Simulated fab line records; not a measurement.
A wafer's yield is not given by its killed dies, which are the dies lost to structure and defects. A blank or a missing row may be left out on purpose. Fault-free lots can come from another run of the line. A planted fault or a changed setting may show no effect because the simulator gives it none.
What tool caused it? :: flow nandHarc :: 12 lots with 36 wafers sampled at 4 steps, on a route of 1302 steps

## WHAT EACH GAUGE READ, for each wafer
NHARC_A_CONTACT_CD_MEAS_08 targets a cd of 200 nm.
lot: L475
measured: day 22 13:38
on: cdSem-03
cdNm (nm): 200.7 200.0 200.4

lot: L477
measured: day 22 21:39
on: cdSem-02
cdNm (nm): 200.6 200.4 200.6

lot: L476
measured: day 23 00:38
on: cdSem-02
cdNm (nm): 201.1 200.4 201.0

lot: L482
measured: day 24 14:52
on: cdSem-03
cdNm (nm): 200.1 200.3 199.6

lot: L484
measured: day 26 13:38
on: cdSem-02
cdNm (nm): 200.3 199.8 200.1

lot: L483
measured: day 26 23:07
on: cdSem-02
cdNm (nm): 202.2 202.0 202.1

lot: L486
measured: day 27 00:40
on: cdSem-01
cdNm (nm): 201.0 201.2 200.8

lot: L487
measured: day 27 16:07
on: cdSem-03
cdNm (nm): 200.0 199.5 200.0

lot: L488
measured: day 29 21:07
on: cdSem-03
cdNm (nm): 201.7 201.2 201.1

lot: L497
measured: day 30 19:59
on: cdSem-01
cdNm (nm): 200.2 200.2 199.9

lot: L496
measured: day 31 04:33
on: cdSem-02
cdNm (nm): 199.9 200.2 199.4

lot: L498
measured: day 31 17:56
on: cdSem-02
cdNm (nm): 200.1 200.2 200.3

## WHICH TOOL RAN EACH LOT (tool, then ch and the chambers of the sampled wafers, then the start)
lot: L475
NHARC_A_CONTACT_ETCH_124: harCapEtch-02 ch 0,1, day 22 06:23
NHARC_A_CONTACT_STRIP_82: rieDiel-12 ch 1,2,3, day 22 13:29 or earlier
NHARC_A_CONTACT_EXPOSE_05: arfiScanner-01 ch 0, day 22 13:29

lot: L477
NHARC_A_CONTACT_ETCH_124: harCapEtch-03 ch 0,1, day 22 15:31
NHARC_A_CONTACT_STRIP_82: rieDiel-12 ch 0,1,2, day 22 21:31 or earlier
NHARC_A_CONTACT_EXPOSE_05: arfiScanner-02 ch 0, day 22 21:31

lot: L476
NHARC_A_CONTACT_ETCH_124: harCapEtch-02 ch 0,1, day 22 18:44
NHARC_A_CONTACT_STRIP_82: rieDiel-12 ch 0,2, day 23 00:30 or earlier
NHARC_A_CONTACT_EXPOSE_05: arfiScanner-02 ch 0, day 23 00:30

lot: L482
NHARC_A_CONTACT_ETCH_124: harCapEtch-02 ch 0,1, day 24 03:04
NHARC_A_CONTACT_STRIP_82: rieDiel-04 ch 1,2,3, day 24 14:44 or earlier
NHARC_A_CONTACT_EXPOSE_05: arfiScanner-01 ch 0, day 24 14:44

lot: L484
NHARC_A_CONTACT_ETCH_124: harCapEtch-01 ch 0,1, day 26 06:37
NHARC_A_CONTACT_STRIP_82: rieDiel-04 ch 0,2, day 26 13:30 or earlier
NHARC_A_CONTACT_EXPOSE_05: arfiScanner-01 ch 0, day 26 13:30

lot: L483
NHARC_A_CONTACT_ETCH_124: harCapEtch-03 ch 1, day 26 09:46
NHARC_A_CONTACT_STRIP_82: rieDiel-04 ch 2,3, day 26 22:58 or earlier
NHARC_A_CONTACT_EXPOSE_05: arfiScanner-01 ch 0, day 26 22:58

lot: L486
NHARC_A_CONTACT_ETCH_124: harCapEtch-01 ch 0,1, day 26 13:50
NHARC_A_CONTACT_STRIP_82: rieDiel-12 ch 1,2,3, day 27 00:32 or earlier
NHARC_A_CONTACT_EXPOSE_05: arfiScanner-01 ch 0, day 27 00:32

lot: L487
NHARC_A_CONTACT_ETCH_124: harCapEtch-03 ch 0,1, day 27 09:26
NHARC_A_CONTACT_STRIP_82: rieDiel-04 ch 0,3, day 27 15:58 or earlier
NHARC_A_CONTACT_EXPOSE_05: arfiScanner-03 ch 0, day 27 15:58

lot: L488
NHARC_A_CONTACT_ETCH_124: harCapEtch-03 ch 0,1, day 29 14:21
NHARC_A_CONTACT_STRIP_82: rieDiel-07 ch 1,2,3, day 29 20:58 or earlier
NHARC_A_CONTACT_EXPOSE_05: arfiScanner-01 ch 0, day 29 20:58

lot: L497
NHARC_A_CONTACT_ETCH_124: harCapEtch-02 ch 0,1, day 30 12:58
NHARC_A_CONTACT_STRIP_82: rieDiel-12 ch 0,2,3, day 30 19:52 or earlier
NHARC_A_CONTACT_EXPOSE_05: arfiScanner-02 ch 0, day 30 19:52

lot: L496
NHARC_A_CONTACT_ETCH_124: harCapEtch-03 ch 1, day 30 22:28
NHARC_A_CONTACT_STRIP_82: rieDiel-04 ch 0,1,3, day 31 04:25 or earlier
NHARC_A_CONTACT_EXPOSE_05: arfiScanner-02 ch 0, day 31 04:25

lot: L498
NHARC_A_CONTACT_ETCH_124: harCapEtch-02 ch 0,1, day 31 11:31
NHARC_A_CONTACT_STRIP_82: rieDiel-12 ch 0,3, day 31 17:48 or earlier
NHARC_A_CONTACT_EXPOSE_05: arfiScanner-03 ch 0, day 31 17:48
- NHARC_A_CONTACT_ETCH_124: etches the open film in C4F8/O2/Ar, time 140 s, target depth 700 nm.
- NHARC_A_CONTACT_STRIP_82: strips in O2.
- NHARC_A_CONTACT_EXPOSE_05: exposes mask A CC.

## AS READ BY THE TOOLS THEMSELVES (means over the sampled wafers that have a number; for cases with no such wafer, the mark the record gives instead)
NHARC_A_CONTACT_STRIP_82.
lot: L475
tool: rieDiel-12
drypumpMotorCurrentA (A): 5.8
oesProductAu (a.u.): 0.995
rfVppV (V): 57.4
showerheadPlenumPTorr (Torr): 3.44
throttleValvePct (%): 17.045

lot: L477
tool: rieDiel-12
drypumpMotorCurrentA (A): 5.7
oesProductAu (a.u.): 0.992
rfVppV (V): 57.1
showerheadPlenumPTorr (Torr): 3.53
throttleValvePct (%): 17.034

lot: L476
tool: rieDiel-12
drypumpMotorCurrentA (A): 5.6
oesProductAu (a.u.): 0.994
rfVppV (V): 57.6
showerheadPlenumPTorr (Torr): 3.54
throttleValvePct (%): 17.040

lot: L482
tool: rieDiel-04
drypumpMotorCurrentA (A): 5.7
oesProductAu (a.u.): 0.994
rfVppV (V): 57.3
showerheadPlenumPTorr (Torr): 3.39
throttleValvePct (%): 17.035

lot: L484
tool: rieDiel-04
drypumpMotorCurrentA (A): 5.4
oesProductAu (a.u.): 0.997
rfVppV (V): 57.7
showerheadPlenumPTorr (Torr): 3.38
throttleValvePct (%): 17.033

lot: L483
tool: rieDiel-04
drypumpMotorCurrentA (A): 5.9
oesProductAu (a.u.): 0.999
rfVppV (V): 57.4
showerheadPlenumPTorr (Torr): 3.32
throttleValvePct (%): 17.033

lot: L486
tool: rieDiel-12
drypumpMotorCurrentA (A): 5.8
oesProductAu (a.u.): 0.995
rfVppV (V): 57.8
showerheadPlenumPTorr (Torr): 3.44
throttleValvePct (%): 17.034

lot: L487
tool: rieDiel-04
drypumpMotorCurrentA (A): 5.7
oesProductAu (a.u.): 1.003
rfVppV (V): 58.2
showerheadPlenumPTorr (Torr): 3.37
throttleValvePct (%): 17.033

lot: L488
tool: rieDiel-07
drypumpMotorCurrentA (A): 5.9
oesProductAu (a.u.): 0.990
rfVppV (V): 58.3
showerheadPlenumPTorr (Torr): 3.52
throttleValvePct (%): 17.046

lot: L497
tool: rieDiel-12
drypumpMotorCurrentA (A): 5.6
oesProductAu (a.u.): 0.999
rfVppV (V): 57.4
showerheadPlenumPTorr (Torr): 3.44
throttleValvePct (%): 17.028

lot: L496
tool: rieDiel-04
drypumpMotorCurrentA (A): 5.8
oesProductAu (a.u.): 1.011
rfVppV (V): 57.5
showerheadPlenumPTorr (Torr): 3.56
throttleValvePct (%): 17.047

lot: L498
tool: rieDiel-12
drypumpMotorCurrentA (A): 5.8
oesProductAu (a.u.): 0.995
rfVppV (V): 57.9
showerheadPlenumPTorr (Torr): 3.46
throttleValvePct (%): 17.043

NHARC_A_CONTACT_EXPOSE_05.
lot: L475
tool: arfiScanner-01
exposureDoseMJCm2: 84.22

lot: L477
tool: arfiScanner-02
exposureDoseMJCm2: 84.11

lot: L476
tool: arfiScanner-02
exposureDoseMJCm2: 84.16

lot: L482
tool: arfiScanner-01
exposureDoseMJCm2: 84.13

lot: L484
tool: arfiScanner-01
exposureDoseMJCm2: 84.23

lot: L483
tool: arfiScanner-01
exposureDoseMJCm2: 86.81

lot: L486
tool: arfiScanner-01
exposureDoseMJCm2: 86.39

lot: L487
tool: arfiScanner-03
exposureDoseMJCm2: 84.09

lot: L488
tool: arfiScanner-01
exposureDoseMJCm2: 85.84

lot: L497
tool: arfiScanner-02
exposureDoseMJCm2: 84.17

lot: L496
tool: arfiScanner-02
exposureDoseMJCm2: 84.17

lot: L498
tool: arfiScanner-03
exposureDoseMJCm2: 84.13

## THE ANSWER, worked out from the rows above alone
Rule: the usual values come from the lots themselves. Put in order of their means at a reading, lots are off if they are a third of the lots or fewer, leave a main group of 4 or more, and stand apart from it by a gap of 3 or more times the standard deviation of the main group's means; of several such gaps the widest counts. The tables above print the reading to a certain number of digits; a main group whose means all agree to those digits is not used. A lot without any number at a reading at which 4 lots or more have one is off too. All remaining lots with rows at the step are treated as sound. After the gauges, taken in route order, come the tools' own readings; for these a lot's mean is taken, as printed above. The first step at which some lot is off is used, and at that step the reading that is off furthest; a lot without a number counts as furthest.
Off at NHARC_A_CONTACT_EXPOSE_05 (exposureDoseMJCm2): L483, L486, L488. For the main group the mean is 84.16 and the standard deviation 0.044.
If a tool, at that step or one of the process steps before it, ran each lot that is off and ran no sound lot following the first of them, it fits. NHARC_A_CONTACT_STRIP_82 gives no start for some lots, so the hours and the order of its lots are those of NHARC_A_CONTACT_EXPOSE_05. One fits: arfiScanner-01 at NHARC_A_CONTACT_EXPOSE_05. Its last sound lot is L484 (day 26 13:30), its first lot that is off L483 (day 26 22:58): a fault that began between those two fits.
On the lots that are off, the tool's own readings at NHARC_A_CONTACT_EXPOSE_05 differ by more than 5 times the standard deviation of the sound lots' means, which bears it out; exposureDoseMJCm2 reads 86.35 there versus 84.16 on the sound lots.

## WHAT WAS PUT IN BY THE SIMULATOR
Process parameter drift: arfiScanner-01, from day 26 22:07 on, at NHARC_A_CONTACT_EXPOSE_05. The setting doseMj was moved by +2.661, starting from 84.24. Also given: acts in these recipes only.
Lots struck among those shown: L483, L486, L488. The rule above found the same.
